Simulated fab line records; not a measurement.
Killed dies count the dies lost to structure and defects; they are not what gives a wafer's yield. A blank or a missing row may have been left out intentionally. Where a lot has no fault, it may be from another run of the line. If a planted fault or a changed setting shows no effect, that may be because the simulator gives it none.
fab line records || flow nand_harc
record {"lots": 6, "wafers": 18, "last_day": 34}
route steps=1302 shown A_STAIRCASE@719
lots that met no fault: taken from a fault-free run of the same line
start_h: the number of hours between the record's first day and the start of the first shown wafer of the lot || wait_h: time in hours since the lot's previous step || " same as the row above || L1.1+2: several wafers, shown together as one row || - value missing, or start not given || * or withheld: withheld || < > ~ a bound
route shown NAME@n: NAME is a module with steps in the file, n the number in the route of the first one || usual: average and standard deviation across the fault-free wafers || same: alike in all rows || chamber/n: place in a boat || sites: readings site by site || _std_site: standard deviation of those values || _edge_site: mean of outer sites minus mean of inner sites || radius_mm: for every site, how far away it sits from the centre of the wafer || mask NAME#n: copy n || behind: the most recent tool/chamber to have shaped the wafer || hold: the reason the lot was held/the length of the hold in hours/how it ended || device: which transistor (n, p or np) failed to switch || end of line: the same wafers' tests at the end of the route || a step with no rows: only its recipe || killed: dies lost to structure and defects at the first sort, not the wafer's yield || map: dies across one wafer; x = killed, . = not, _ = none there
set.NAME: setting as actually run; set.NAME@STEP: the setting as run at that earlier step || model.NAME: the simulator's own value behind a step, which no gauge read
lots at some steps of the route; a table a step, a row a wafer
services: when a tool's chamber went out of use (start_h, in hours from the record's first day, below 0 if earlier), for how many hours, and the reason
## steps
# step NHARC_A_STAIRCASE_STRIP_205
# recipe {"power_w": 1500, "temp_c": 250, "chemistry": "O2"}
# usual {"drypump_motor_current_A": "5.7/0.37", "heater_power_w": "333/35", "rf_refl_power_W": "22/3.9"}
{"lot.wafer": "L421.1", "tool": "plasma_asher-01", "chamber": 1, "start_h": 392.02, "wait_h": 0.1, "drypump_motor_current_A": 6.1, "heater_power_w": 339, "rf_hours_counter_h": 10, "rf_refl_power_W": 28}
{"lot.wafer": "L421.3", "tool": "plasma_asher-01", "chamber": 0, "start_h": 392.02, "wait_h": 0.1, "drypump_motor_current_A": 5.4, "heater_power_w": 372, "rf_hours_counter_h": "-", "rf_refl_power_W": 25}
{"lot.wafer": "L421.5", "tool": "plasma_asher-01", "chamber": 1, "start_h": 392.02, "wait_h": 0.1, "drypump_motor_current_A": 6.1, "heater_power_w": 345, "rf_hours_counter_h": "-", "rf_refl_power_W": 28}
{"lot.wafer": "L425.2", "tool": "plasma_asher-01", "chamber": 0, "start_h": 434.01, "wait_h": 0.1, "drypump_motor_current_A": 5.4, "heater_power_w": 375, "rf_hours_counter_h": 17, "rf_refl_power_W": 26}
{"lot.wafer": "L425.1", "tool": "plasma_asher-01", "chamber": 1, "start_h": 434.01, "wait_h": 0.1, "drypump_motor_current_A": 6.1, "heater_power_w": 352, "rf_hours_counter_h": 17, "rf_refl_power_W": 27}
{"lot.wafer": "L425.3", "tool": "plasma_asher-01", "chamber": 0, "start_h": 434.01, "wait_h": 0.1, "drypump_motor_current_A": 5.3, "heater_power_w": 368, "rf_hours_counter_h": "-", "rf_refl_power_W": 26}
{"lot.wafer": "L427.1", "tool": "plasma_asher-02", "chamber": 0, "start_h": 462.38, "wait_h": 0.1, "drypump_motor_current_A": 6.0, "heater_power_w": 320, "rf_hours_counter_h": 6, "rf_refl_power_W": 19}
{"lot.wafer": "L427.3", "tool": "plasma_asher-02", "chamber": 1, "start_h": 462.38, "wait_h": 0.1, "drypump_motor_current_A": 5.3, "heater_power_w": 293, "rf_hours_counter_h": "-", "rf_refl_power_W": 19}
{"lot.wafer": "L427.4", "tool": "plasma_asher-02", "chamber": 0, "start_h": 462.38, "wait_h": 0.1, "drypump_motor_current_A": 6.0, "heater_power_w": 320, "rf_hours_counter_h": "-", "rf_refl_power_W": 19}
{"lot.wafer": "L439.4", "tool": "plasma_asher-02", "chamber": 1, "start_h": 574.64, "wait_h": 0.2, "drypump_motor_current_A": 5.3, "heater_power_w": 292, "rf_hours_counter_h": "-", "rf_refl_power_W": 20}
{"lot.wafer": "L439.3", "tool": "plasma_asher-02", "chamber": 0, "start_h": 574.64, "wait_h": 0.2, "drypump_motor_current_A": 6.0, "heater_power_w": 322, "rf_hours_counter_h": "-", "rf_refl_power_W": 18}
{"lot.wafer": "L439.6", "tool": "plasma_asher-02", "chamber": 0, "start_h": 574.64, "wait_h": 0.2, "drypump_motor_current_A": 6.0, "heater_power_w": 316, "rf_hours_counter_h": "-", "rf_refl_power_W": 18}
{"lot.wafer": "L438.1", "tool": "plasma_asher-02", "chamber": 1, "start_h": 582.80, "wait_h": 0.7, "drypump_motor_current_A": 5.3, "heater_power_w": 286, "rf_hours_counter_h": 34, "rf_refl_power_W": 19}
{"lot.wafer": "L438.2", "tool": "plasma_asher-02", "chamber": 0, "start_h": 582.80, "wait_h": 0.7, "drypump_motor_current_A": 6.0, "heater_power_w": 320, "rf_hours_counter_h": 34, "rf_refl_power_W": 19}
{"lot.wafer": "L438.3", "tool": "plasma_asher-02", "chamber": 1, "start_h": 582.80, "wait_h": 0.7, "drypump_motor_current_A": 5.3, "heater_power_w": 293, "rf_hours_counter_h": "-", "rf_refl_power_W": 19}
{"lot.wafer": "L440.1", "tool": "plasma_asher-02", "chamber": 1, "start_h": 600.92, "wait_h": 0.1, "drypump_motor_current_A": 5.3, "heater_power_w": 279, "rf_hours_counter_h": 38, "rf_refl_power_W": "-"}
{"lot.wafer": "L440.3", "tool": "plasma_asher-02", "chamber": 0, "start_h": 600.92, "wait_h": 0.1, "drypump_motor_current_A": 6.0, "heater_power_w": 321, "rf_hours_counter_h": "-", "rf_refl_power_W": "-"}
{"lot.wafer": "L440.5", "tool": "plasma_asher-02", "chamber": 1, "start_h": 600.92, "wait_h": 0.1, "drypump_motor_current_A": 5.3, "heater_power_w": 292, "rf_hours_counter_h": "-", "rf_refl_power_W": "-"}
# step NHARC_A_STAIRCASE_STRIP_206
# recipe {"time_s": 900, "temp_c": 130, "chemistry": "SPM"}
# step NHARC_A_STAIRCASE_PRECLEAN_207
# recipe {"time_s": "*", "temp_c": 50, "bath_age_min": 0, "chemistry": "SC1"}
# step NHARC_A_STAIRCASE_SRD_208
# step NHARC_A_STAIRCASE_DEHYDRATE_209
# recipe {"temp_c": 150, "time_s": 120}
# step NHARC_A_STAIRCASE_HMDS_210
# recipe {"time_s": 30}
# step NHARC_A_STAIRCASE_COAT_211
# recipe {"spin_rpm": 1200}
# step NHARC_A_STAIRCASE_SOFTBAKE_212
# recipe {"temp_c": 135, "time_s": 170}
# step NHARC_A_STAIRCASE_EBR_213
# step NHARC_A_STAIRCASE_EXPOSE_214
# recipe {"na": 0.5, "dose_mj": 31.26, "mask_id": "STAIR_3"}
# step NHARC_A_STAIRCASE_PEB_215
# recipe {"peb_temp_c": 115, "peb_time_s": 130}
# step NHARC_A_STAIRCASE_DEVELOP_216
# recipe {"time_s": 140}
# usual {"chill_plate_temp_C": "23.00/0.12", "exhaust_pa": "45.1/1"}
{"lot.wafer": "L421.1", "tool": "litho_track-03", "chamber": 0, "start_h": 393, "wait_h": "-", "chill_plate_temp_C": 22.94, "exhaust_pa": 44.3}
{"lot.wafer": "L421.3", "tool": "litho_track-03", "chamber": 0, "start_h": 393, "wait_h": "-", "chill_plate_temp_C": 23.01, "exhaust_pa": 44.2}
{"lot.wafer": "L421.5", "tool": "litho_track-03", "chamber": 0, "start_h": 393, "wait_h": "-", "chill_plate_temp_C": 22.85, "exhaust_pa": 43.1}
{"lot.wafer": "L425.1", "tool": "litho_track-03", "chamber": 0, "start_h": 435, "wait_h": "-", "chill_plate_temp_C": 22.87, "exhaust_pa": 46.5}
{"lot.wafer": "L425.2", "tool": "litho_track-03", "chamber": 0, "start_h": 435, "wait_h": "-", "chill_plate_temp_C": 22.94, "exhaust_pa": 46.2}
{"lot.wafer": "L425.3", "tool": "litho_track-03", "chamber": 0, "start_h": 435, "wait_h": "-", "chill_plate_temp_C": 23.01, "exhaust_pa": 47.5}
{"lot.wafer": "L427.1", "tool": "litho_track-05", "chamber": 0, "start_h": 463, "wait_h": "-", "chill_plate_temp_C": 23.04, "exhaust_pa": 45.8}
{"lot.wafer": "L427.3", "tool": "litho_track-05", "chamber": 0, "start_h": 463, "wait_h": "-", "chill_plate_temp_C": 23.11, "exhaust_pa": 45.3}
{"lot.wafer": "L427.4", "tool": "litho_track-05", "chamber": 0, "start_h": 463, "wait_h": "-", "chill_plate_temp_C": 23.02, "exhaust_pa": 45.7}
{"lot.wafer": "L439.3", "tool": "litho_track-03", "chamber": "-", "start_h": 575, "wait_h": "-", "chill_plate_temp_C": "-", "exhaust_pa": "-"}
{"lot.wafer": "L439.4", "tool": "litho_track-03", "chamber": "-", "start_h": 575, "wait_h": "-", "chill_plate_temp_C": "-", "exhaust_pa": "-"}
{"lot.wafer": "L439.6", "tool": "litho_track-03", "chamber": "-", "start_h": 575, "wait_h": "-", "chill_plate_temp_C": "-", "exhaust_pa": "-"}
{"lot.wafer": "L438.1", "tool": "litho_track-03", "chamber": "-", "start_h": 584, "wait_h": "-", "chill_plate_temp_C": "-", "exhaust_pa": "-"}
{"lot.wafer": "L438.2", "tool": "litho_track-03", "chamber": "-", "start_h": 584, "wait_h": "-", "chill_plate_temp_C": "-", "exhaust_pa": "-"}
{"lot.wafer": "L438.3", "tool": "litho_track-03", "chamber": "-", "start_h": 584, "wait_h": "-", "chill_plate_temp_C": "-", "exhaust_pa": "-"}
{"lot.wafer": "L440.1", "tool": "litho_track-03", "chamber": 0, "start_h": 602, "wait_h": "-", "chill_plate_temp_C": 22.93, "exhaust_pa": 47.1}
{"lot.wafer": "L440.3", "tool": "litho_track-03", "chamber": 0, "start_h": 602, "wait_h": "-", "chill_plate_temp_C": 23.02, "exhaust_pa": 46.5}
{"lot.wafer": "L440.5", "tool": "litho_track-03", "chamber": 0, "start_h": 602, "wait_h": "-", "chill_plate_temp_C": 23.18, "exhaust_pa": 45.3}
## services
{"tool": "plasma_asher-02", "chamber": "-", "start_h": 396.78, "hours": 1.3, "kind": "repair"}
{"tool": "plasma_asher-02", "chamber": "-", "start_h": 426.24, "hours": 9.0, "kind": "pm"}
{"tool": "plasma_asher-02", "chamber": 0, "start_h": 426.24, "hours": 9.0, "kind": "vent_cycle"}
{"tool": "plasma_asher-02", "chamber": 1, "start_h": 426.24, "hours": 9.0, "kind": "vent_cycle"}
{"tool": "plasma_asher-02", "chamber": 0, "start_h": 435.24, "hours": "-", "kind": "clean"}
{"tool": "plasma_asher-02", "chamber": 1, "start_h": 435.24, "hours": "-", "kind": "clean"}
{"tool": "litho_track-03", "chamber": "-", "start_h": 450.00, "hours": 7.0, "kind": "pm"}
{"tool": "litho_track-05", "chamber": "-", "start_h": 474.01, "hours": 7.0, "kind": "pm"}
{"tool": "plasma_asher-02", "chamber": "-", "start_h": 494.51, "hours": 6.6, "kind": "repair"}
{"tool": "plasma_asher-01", "chamber": "-", "start_h": 519.19, "hours": 9.0, "kind": "pm"}
{"tool": "plasma_asher-01", "chamber": 0, "start_h": 519.19, "hours": 9.0, "kind": "vent_cycle"}
{"tool": "plasma_asher-01", "chamber": 1, "start_h": 519.19, "hours": 9.0, "kind": "vent_cycle"}
{"tool": "plasma_asher-01", "chamber": 0, "start_h": 528.19, "hours": "-", "kind": "clean"}
{"tool": "plasma_asher-01", "chamber": 1, "start_h": 528.19, "hours": "-", "kind": "clean"}
{"tool": "plasma_asher-01", "chamber": "-", "start_h": 538.97, "hours": 2.6, "kind": "repair"}
{"tool": "plasma_asher-01", "chamber": "-", "start_h": 572.59, "hours": 17.6, "kind": "repair"}
## key
first_sign {"step": "NHARC_A_STAIRCASE_DEVELOP_216", "reading": "tool_record", "direction": "missing"}
effect none on later readings
met_at NHARC_A_STAIRCASE_DEVELOP_216
struck_wafers L438.1,L438.2,L438.3,L439.3,L439.4,L439.6
later_rows_left_out L438.1,L438.2,L438.3,L439.3,L439.4,L439.6
sort_left_out L438.1,L438.2,L438.3,L439.3,L439.4,L439.6
tester_left_out L438,L439
onset_between 435 575
fault {"kind": "skipped_step_whole", "tool": "litho_track-03", "chamber": "-", "onset_h": 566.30, "steps": "NHARC_A_STAIRCASE_DEVELOP_216", "scope": "struck_lots_only"}
# tester_left_out: of these lots the tester's yield and bins aren't shown, on N5 and GAA mostly nor the transistor test; their killed dies are dies lost to structure and defects alone, not to doping, threshold or leakage, so they don't give the yield
# sort_left_out: the simulated sort isn't trusted on such a fault, so these wafers' sort isn't shown, and their yield isn't known
# later_rows_left_out: the simulator's readings of these wafers behind a module that went badly wrong aren't trusted and aren't shown, but for the sort
